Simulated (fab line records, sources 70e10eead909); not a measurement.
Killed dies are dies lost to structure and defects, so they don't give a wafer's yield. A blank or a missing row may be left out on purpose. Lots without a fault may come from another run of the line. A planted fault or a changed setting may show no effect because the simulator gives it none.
Which tool did it? | flow nand_harc | 13 lots, 39 wafers sampled, at 4 steps of a route of 1302

WHAT THE GAUGES READ, wafer by wafer
The record holds no reading of a measuring or inspecting step that can be judged against a usual standard deviation.

WHICH TOOL RAN EACH LOT (tool, then ch and the chambers of the sampled wafers, then the start)
lot  | NHARC_A_STAIRCASE_ETCH_190                    | NHARC_A_STAIRCASE_ETCH_192                    | NHARC_A_STAIRCASE_ETCH_194                    | NHARC_A_STAIRCASE_EXPOSE_214
L505 | rie_diel-02 ch 0,3, day 16 07:41 or earlier   | rie_diel-02 ch 1,2,3, day 16 07:41 or earlier | rie_diel-02 ch 0,2, day 16 07:41 or earlier   | krf_scanner-01 ch 0, day 16 07:41
L506 | rie_diel-01 ch 0,3, day 16 11:37 or earlier   | rie_diel-01 ch 0,2,3, day 16 11:37 or earlier | rie_diel-01 ch 2,3, day 16 11:37 or earlier   | krf_scanner-01 ch 0, day 16 11:37
L507 | rie_diel-02 ch 0,3, day 17 04:28 or earlier   | rie_diel-02 ch 1,3, day 17 04:28 or earlier   | rie_diel-02 ch 0,1, day 17 04:28 or earlier   | krf_scanner-03 ch 0, day 17 04:28
L508 | rie_diel-10 ch 0,1,2, day 17 15:04 or earlier | rie_diel-10 ch 0,2,3, day 17 15:04 or earlier | rie_diel-10 ch 1,2,3, day 17 15:04 or earlier | krf_scanner-04 ch 0, day 17 15:04
L510 | rie_diel-10 ch 0,1,3, day 18 10:48 or earlier | rie_diel-10 ch 0,1,2, day 18 10:48 or earlier | rie_diel-10 ch 0,2,3, day 18 10:48 or earlier | krf_scanner-01 ch 0, day 18 10:48
L512 | rie_diel-02 ch 0,1,3, day 19 00:53 or earlier | rie_diel-02 ch 0,1, day 19 00:53 or earlier   | rie_diel-02 ch 0,2,3, day 19 00:53 or earlier | krf_scanner-04 ch 0, day 19 00:53
L514 | rie_diel-10 ch 0,1,2, day 19 14:32 or earlier | rie_diel-10 ch 1,2, day 19 14:32 or earlier   | rie_diel-10 ch 0,1,3, day 19 14:32 or earlier | krf_scanner-04 ch 0, day 19 14:32
L513 | rie_diel-10 ch 1,2, day 19 18:54 or earlier   | rie_diel-10 ch 0,1,3, day 19 18:54 or earlier | rie_diel-10 ch 0,2,3, day 19 18:54 or earlier | krf_scanner-01 ch 0, day 19 18:54
L521 | rie_diel-10 ch 2,3, day 23 01:49 or earlier   | rie_diel-10 ch 0,1,3, day 23 01:49 or earlier | rie_diel-10 ch 2,3, day 23 01:49 or earlier   | krf_scanner-01 ch 0, day 23 01:49
L523 | rie_diel-10 ch 2,3, day 23 16:20 or earlier   | rie_diel-10 ch 0,3, day 23 16:20 or earlier   | rie_diel-10 ch 0,1,2, day 23 16:20 or earlier | krf_scanner-01 ch 0, day 23 16:20
L526 | rie_diel-10 ch 0,1,2, day 24 20:50 or earlier | rie_diel-10 ch 0,1,3, day 24 20:50 or earlier | rie_diel-10 ch 0,2,3, day 24 20:50 or earlier | krf_scanner-03 ch 0, day 24 20:50
L525 | rie_diel-10 ch 0,3, day 24 21:16 or earlier   | rie_diel-10 ch 0,1, day 24 21:16 or earlier   | rie_diel-10 ch 0,1,3, day 24 21:16 or earlier | krf_scanner-04 ch 0, day 24 21:16
L527 | rie_diel-01 ch 0,1, day 25 07:52 or earlier   | rie_diel-01 ch 0,1,3, day 25 07:52 or earlier | rie_diel-01 ch 0,2, day 25 07:52 or earlier   | krf_scanner-04 ch 0, day 25 07:52
- NHARC_A_STAIRCASE_ETCH_190: etches the open film in C4F8/O2, target depth 100 nm, time 40.5 s.
- NHARC_A_STAIRCASE_ETCH_192: etches the open film in C4F8/O2, target depth 100 nm, time 40.5 s.
- NHARC_A_STAIRCASE_ETCH_194: etches the open film in C4F8/O2, target depth 100 nm, time 40.5 s.
- NHARC_A_STAIRCASE_EXPOSE_214: exposes mask STAIR 3.

WHAT THE TOOLS THEMSELVES READ (means of the sampled wafers that have a number; where no wafer has one, the mark that the record gives instead)
NHARC_A_STAIRCASE_ETCH_190. Usual: oes_product_au 0.950 a.u., standard deviation 0.013; rf_vpp_V 899 V, standard deviation 5.4.
lot  | tool        | oes_product_au (a.u.) | rf_vpp_V (V) | flag
L505 | rie_diel-02 | 0.949                 | 897          |
L506 | rie_diel-01 | 0.951                 | 901          |
L507 | rie_diel-02 | 0.937                 | 897          |
L508 | rie_diel-10 | 0.943                 | 896          |
L510 | rie_diel-10 | 0.967                 | 899          |
L512 | rie_diel-02 | 0.952                 | 898          |
L514 | rie_diel-10 | 0.951                 | 902          |
L513 | rie_diel-10 | 0.973                 | 900          |
L521 | rie_diel-10 | 0.955                 | 903          |
L523 | rie_diel-10 | 0.951                 | 901          |
L526 | rie_diel-10 | 0.965                 | 902          |
L525 | rie_diel-10 | 0.943                 | 902          |
L527 | rie_diel-01 | 0.946                 | 893          |

NHARC_A_STAIRCASE_ETCH_192. Usual: oes_product_au 0.950 a.u., standard deviation 0.013; rf_vpp_V 898 V, standard deviation 5.4.
lot  | tool        | oes_product_au (a.u.) | rf_vpp_V (V) | flag
L505 | rie_diel-02 | 0.948                 | 897          |
L506 | rie_diel-01 | 0.943                 | 902          |
L507 | rie_diel-02 | 0.933                 | 899          |
L508 | rie_diel-10 | 0.942                 | 897          |
L510 | rie_diel-10 | 0.952                 | 896          |
L512 | rie_diel-02 | 0.954                 | 895          |
L514 | rie_diel-10 | 0.963                 | 903          |
L513 | rie_diel-10 | 0.942                 | 900          |
L521 | rie_diel-10 | 0.957                 | 900          |
L523 | rie_diel-10 | 0.941                 | 901          |
L526 | rie_diel-10 | 0.952                 | 899          |
L525 | rie_diel-10 | 0.948                 | 898          |
L527 | rie_diel-01 | 0.949                 | 897          |

NHARC_A_STAIRCASE_ETCH_194. Usual: oes_product_au 0.949 a.u., standard deviation 0.014; rf_vpp_V 899 V, standard deviation 5.6.
lot  | tool        | oes_product_au (a.u.) | rf_vpp_V (V) | flag
L505 | rie_diel-02 | 0.949                 | 890          |
L506 | rie_diel-01 | 0.944                 | 904          |
L507 | rie_diel-02 | 0.930                 | 894          |
L508 | rie_diel-10 | 0.938                 | 894          |
L510 | rie_diel-10 | 0.942                 | 897          |
L512 | rie_diel-02 | 0.948                 | 895          |
L514 | rie_diel-10 | 0.932                 | 901          |
L513 | rie_diel-10 | 0.951                 | 904          |
L521 | rie_diel-10 | 0.945                 | 902          |
L523 | rie_diel-10 | 0.967                 | 902          |
L526 | rie_diel-10 | 0.935                 | 903          |
L525 | rie_diel-10 | 0.953                 | 900          |
L527 | rie_diel-01 | 0.937                 | 900          |

NHARC_A_STAIRCASE_EXPOSE_214. Usual: exposure_dose_mJ_cm2 31.260, standard deviation 0.029.
lot  | tool           | exposure_dose_mJ_cm2 | flag
L505 | krf_scanner-01 | 31.278               |
L506 | krf_scanner-01 | 31.279               |
L507 | krf_scanner-03 | 31.270               |
L508 | krf_scanner-04 | 31.269               |
L510 | krf_scanner-01 | 31.229               |
L512 | krf_scanner-04 | 31.288               |
L514 | krf_scanner-04 | 31.284               |
L513 | krf_scanner-01 | 31.248               |
L521 | krf_scanner-01 | 37.365               | OFF
L523 | krf_scanner-01 | 37.360               | OFF
L526 | krf_scanner-03 | 31.258               |
L525 | krf_scanner-04 | 31.282               |
L527 | krf_scanner-04 | 31.257               |

THE ANSWER, worked out from the rows above alone
Rule: a lot is off if the mean of its wafers that have a number lies more than 3 standard deviations from the usual mean. A lot without any number at a reading at which 4 lots or more have one is off too. The other lots that the step has rows for count as sound. The gauges are gone through in route order, then the tools' own readings, and for those a lot's mean is taken as printed above. The first step at which some lot is off is used, and at that step the reading that is off furthest; a lot without a number counts as furthest.
Off: L521, L523, at NHARC_A_STAIRCASE_EXPOSE_214 (exposure_dose_mJ_cm2).
A tool fits if, at that step or a process step before it, it ran every lot that is off, and no sound lot after the first of them. NHARC_A_STAIRCASE_ETCH_190 gives no start for some lots, so the hours and the order of its lots are those of NHARC_A_STAIRCASE_EXPOSE_214. NHARC_A_STAIRCASE_ETCH_192 gives no start for some lots, so the hours and the order of its lots are those of NHARC_A_STAIRCASE_EXPOSE_214. NHARC_A_STAIRCASE_ETCH_194 gives no start for some lots, so the hours and the order of its lots are those of NHARC_A_STAIRCASE_EXPOSE_214. One fits: krf_scanner-01 at NHARC_A_STAIRCASE_EXPOSE_214. Its last sound lot is L513 (day 19 18:54), its first lot that is off L521 (day 23 01:49): a fault that began between those two fits.
The tool's own readings at NHARC_A_STAIRCASE_EXPOSE_214 bear it out: on the lots that are off they differ by more than 5 times the standard deviation of the sound lots' means. exposure_dose_mJ_cm2 reads 37.362 there against 31.267 on the sound lots.

WHAT THE SIMULATOR HAD PUT IN
Process parameter drift: krf_scanner-01, from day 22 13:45 on, at NHARC_A_STAIRCASE_EXPOSE_214. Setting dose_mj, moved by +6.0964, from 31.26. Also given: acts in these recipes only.
Lots struck among those shown: L521, L523. The rule above found the same.
